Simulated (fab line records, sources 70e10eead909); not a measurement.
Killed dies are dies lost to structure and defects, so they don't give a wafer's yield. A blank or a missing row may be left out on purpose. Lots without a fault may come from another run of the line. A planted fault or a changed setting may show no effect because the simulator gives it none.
Chamber matching | flow nand_harc | NHARC_A_STAIRCASE_DEP_301 on pecvd-03: 3 sister chambers
The step deposits SiON, target thk 30 nm. 6 wafers are shown with their chamber, then 8 later ones without.

WAFERS WITH THEIR CHAMBER
wafer  | chamber | heater_power_w (W)
L085.2 | 1       | 694
L085.6 | 0       | 677
L089.1 | 1       | 662
L089.5 | 0       | 574
L089.6 | 2       | 763
L089.2 | 2       | 741

WAFERS WITHOUT THEIR CHAMBER
wafer  | heater_power_w (W)
L089.3 | 561
L089.4 | 656
L096.2 | 682
L096.4 | 750
L096.6 | 697
L096.1 | 686
L096.3 | 766
L096.5 | 703

WHICH CHAMBER EACH WENT THROUGH
wafer  | from the rows above          | in truth
L089.3 | can't be placed: 0 or 1      | 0
L089.4 | can't be placed: 1 or 0 or 2 | 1
L096.2 | can't be placed: 1 or 0 or 2 | 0
L096.4 | can't be placed: 2 or 1      | 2
L096.6 | can't be placed: 1 or 2 or 0 | 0
L096.1 | can't be placed: 1 or 0 or 2 | 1
L096.3 | can't be placed: 2 or 1      | 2
L096.5 | can't be placed: 1 or 2 or 0 | 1
Placed correctly: 0 of 8. Can't be placed from these rows: 8 (the true chamber is among the candidates in 8). Placed wrongly: 0.
How it was worked out, from the rows above alone: a wafer's distance from a chamber is the root of the sum, over the readings, of the square of ((its reading less the chamber's mean) divided by the reading's scatter). The wafer belongs to the nearest chamber; if the next one is less than 2 further off, it can't be placed. A chamber's mean is the mean of its shown wafers. The scatter: the root of (the sum of the squares of (reading less its chamber's mean) over the shown wafers, divided by (wafers less chambers)).
